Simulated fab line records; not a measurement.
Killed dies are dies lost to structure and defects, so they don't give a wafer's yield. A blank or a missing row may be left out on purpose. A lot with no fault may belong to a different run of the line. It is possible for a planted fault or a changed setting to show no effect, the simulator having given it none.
Split-lot experiment / flow n5 finfet / route with 1938 steps; 7 lots, 21 wafers read

## ABOUT THE SPLIT
At N5_FIN_CUT_CUT_ETCH_15 (etches Si in HBr/Cl2/O2, target depth 100 nm, bt time 10 s, time 42.4 s), the setting time s was moved away from the recipe's 42.4 s on 5 of the 21 wafers read, by -21.5% to +11.9%. The other wafers ran this setting at the recipe's value.

Reading taken at the split's own step.

## THE READING
SOC_of_FIN_CUT_COAT_18.thk nm (the simulator's own value, which no gauge read), in nm, at N5_FIN_CUT_CUT_ETCH_15 (etches Si in HBr/Cl2/O2, target depth 100 nm, bt time 10 s, time 42.4 s). The file does not state a usual value for it. The 16 wafers here that ran the recipe average 170.8 nm, standard deviation 0.86 nm.

wafer=L074.1; tool, chamber at the split=rie si-03, 3; time s as run, s=33.3; against the recipe=-21.5%; SOC_of_FIN_CUT_COAT_18.thk nm, nm=179.8; against lot-mates on the recipe=+7.6
wafer=L074.2; tool, chamber at the split=rie si-03, 1; time s as run, s=33.3; against the recipe=-21.5%; SOC_of_FIN_CUT_COAT_18.thk nm, nm=180; against lot-mates on the recipe=+7.8
wafer=L074.6; tool, chamber at the split=rie si-03, 1; time s as run, s=42.4; against the recipe=recipe; SOC_of_FIN_CUT_COAT_18.thk nm, nm=172.2; against lot-mates on the recipe=-
wafer=L075.1; tool, chamber at the split=rie si-03, 1; time s as run, s=42.4; against the recipe=recipe; SOC_of_FIN_CUT_COAT_18.thk nm, nm=170.4; against lot-mates on the recipe=-
wafer=L075.3; tool, chamber at the split=rie si-03, 0; time s as run, s=42.4; against the recipe=recipe; SOC_of_FIN_CUT_COAT_18.thk nm, nm=170.2; against lot-mates on the recipe=-
wafer=L075.4; tool, chamber at the split=rie si-03, 3; time s as run, s=42.4; against the recipe=recipe; SOC_of_FIN_CUT_COAT_18.thk nm, nm=171.2; against lot-mates on the recipe=-
wafer=L084.1; tool, chamber at the split=rie si-04, 0; time s as run, s=47.45; against the recipe=+11.9%; SOC_of_FIN_CUT_COAT_18.thk nm, nm=164.6; against lot-mates on the recipe=-4.6
wafer=L084.3; tool, chamber at the split=rie si-04, 1; time s as run, s=47.45; against the recipe=+11.9%; SOC_of_FIN_CUT_COAT_18.thk nm, nm=163.6; against lot-mates on the recipe=-5.6
wafer=L084.5; tool, chamber at the split=rie si-04, 1; time s as run, s=42.4; against the recipe=recipe; SOC_of_FIN_CUT_COAT_18.thk nm, nm=169.2; against lot-mates on the recipe=-
wafer=L088.1; tool, chamber at the split=rie si-04, 3; time s as run, s=42.4; against the recipe=recipe; SOC_of_FIN_CUT_COAT_18.thk nm, nm=170.2; against lot-mates on the recipe=-
wafer=L088.2; tool, chamber at the split=rie si-04, 0; time s as run, s=42.4; against the recipe=recipe; SOC_of_FIN_CUT_COAT_18.thk nm, nm=171.6; against lot-mates on the recipe=-
wafer=L088.5; tool, chamber at the split=rie si-04, 1; time s as run, s=42.4; against the recipe=recipe; SOC_of_FIN_CUT_COAT_18.thk nm, nm=170; against lot-mates on the recipe=-
wafer=L089.1; tool, chamber at the split=rie si-04, 3; time s as run, s=42.4; against the recipe=recipe; SOC_of_FIN_CUT_COAT_18.thk nm, nm=169.6; against lot-mates on the recipe=-
wafer=L089.2; tool, chamber at the split=rie si-04, 1; time s as run, s=35.21; against the recipe=-17.0%; SOC_of_FIN_CUT_COAT_18.thk nm, nm=176.4; against lot-mates on the recipe=+6.6
wafer=L089.6; tool, chamber at the split=rie si-04, 3; time s as run, s=42.4; against the recipe=recipe; SOC_of_FIN_CUT_COAT_18.thk nm, nm=170; against lot-mates on the recipe=-
wafer=L091.1; tool, chamber at the split=rie si-03, 0; time s as run, s=42.4; against the recipe=recipe; SOC_of_FIN_CUT_COAT_18.thk nm, nm=171.6; against lot-mates on the recipe=-
wafer=L091.4; tool, chamber at the split=rie si-03, 2; time s as run, s=42.4; against the recipe=recipe; SOC_of_FIN_CUT_COAT_18.thk nm, nm=171.2; against lot-mates on the recipe=-
wafer=L091.6; tool, chamber at the split=rie si-03, 1; time s as run, s=42.4; against the recipe=recipe; SOC_of_FIN_CUT_COAT_18.thk nm, nm=171.2; against lot-mates on the recipe=-
wafer=L095.1; tool, chamber at the split=rie si-03, 0; time s as run, s=42.4; against the recipe=recipe; SOC_of_FIN_CUT_COAT_18.thk nm, nm=170.6; against lot-mates on the recipe=-
wafer=L095.3; tool, chamber at the split=rie si-03, 1; time s as run, s=42.4; against the recipe=recipe; SOC_of_FIN_CUT_COAT_18.thk nm, nm=172.2; against lot-mates on the recipe=-
wafer=L095.5; tool, chamber at the split=rie si-03, 3; time s as run, s=42.4; against the recipe=recipe; SOC_of_FIN_CUT_COAT_18.thk nm, nm=171; against lot-mates on the recipe=-

FIT RESULTS
A straight line over all 21 wafers: SOC_of_FIN_CUT_COAT_18.thk nm changes by -0.439 nm for each +1% of time s; r = -0.97; the points scatter about the line by 0.99 nm.
The same after taking each lot's own level away (the mean of its wafers on the recipe; 21 wafers): -0.38 nm for each +1%; r = -0.99; scatter 0.52 nm.
That fit puts the effect of the largest move of time s on the reading at 8.2 nm.
The span of the lots' own levels, 169.20 to 172.20 nm, comes to 3.5 times the standard deviation stated above.
So the lot-to-lot level changes the slope: the two fits differ.
Check: for one of the wafers moved furthest among these (-21.5%), held out of the fit, the line's prediction against its lot-mates is +8.28 nm. Against them it came out at +7.6 nm.

## OTHER SPLITS ON THESE WAFERS
These wafers also went through other splits before the reading. Each is held against what the fit with the lots' levels taken away leaves over:
other split on the same wafers=N5_WELL_APT_COAT_19 spin rpm; wafers away from the commonest value=10; r with SOC_of_FIN_CUT_COAT_18.thk nm (lot level and that fit taken away)=-0.02
other split on the same wafers=N5_WELL_APT_PEB_23 peb time s; wafers away from the commonest value=4; r with SOC_of_FIN_CUT_COAT_18.thk nm (lot level and that fit taken away)=+0.39
other split on the same wafers=N5_PMOS_HMC_CHANNEL_EPI_PEB_07 peb temp c; wafers away from the commonest value=7; r with SOC_of_FIN_CUT_COAT_18.thk nm (lot level and that fit taken away)=+0.10
other split on the same wafers=N5_PMOS_HMC_CHANNEL_EPI_DEVELOP_08 develop time s; wafers away from the commonest value=7; r with SOC_of_FIN_CUT_COAT_18.thk nm (lot level and that fit taken away)=+0.13
other split on the same wafers=N5_FIN_SAQP_PEB_14 peb time s; wafers away from the commonest value=6; r with SOC_of_FIN_CUT_COAT_18.thk nm (lot level and that fit taken away)=+0.45

## THE WHOLE CHAIN: every reading that the file lists as answering this split, in the file's order
step=N5_FIN_CUT_CUT_ETCH_15; what it does=etches Si in HBr/Cl2/O2, target depth 100 nm, bt time 10 s, time 42.4 s; reading=FIN_CUT.feature depth nm (the simulator's own value, which no gauge read); change (the file's fit)=+0.967 nm for each +1% of the setting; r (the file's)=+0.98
step=N5_FIN_CUT_CUT_ETCH_15; what it does=etches Si in HBr/Cl2/O2, target depth 100 nm, bt time 10 s, time 42.4 s; reading=etch.depth nm (the simulator's own value, which no gauge read); change (the file's fit)=+0.97 nm for each +1% of the setting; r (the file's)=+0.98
step=N5_FIN_CUT_CUT_ETCH_15; what it does=etches Si in HBr/Cl2/O2, target depth 100 nm, bt time 10 s, time 42.4 s; reading=SOC_of_FIN_CUT_COAT_18.thk nm (the simulator's own value, which no gauge read); change (the file's fit)=-0.38 nm for each +1% of the setting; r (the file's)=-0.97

## FILE'S OWN FIT
SOC_of_FIN_CUT_COAT_18.thk nm changes by -0.38 nm for each +1% of time s, r = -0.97.
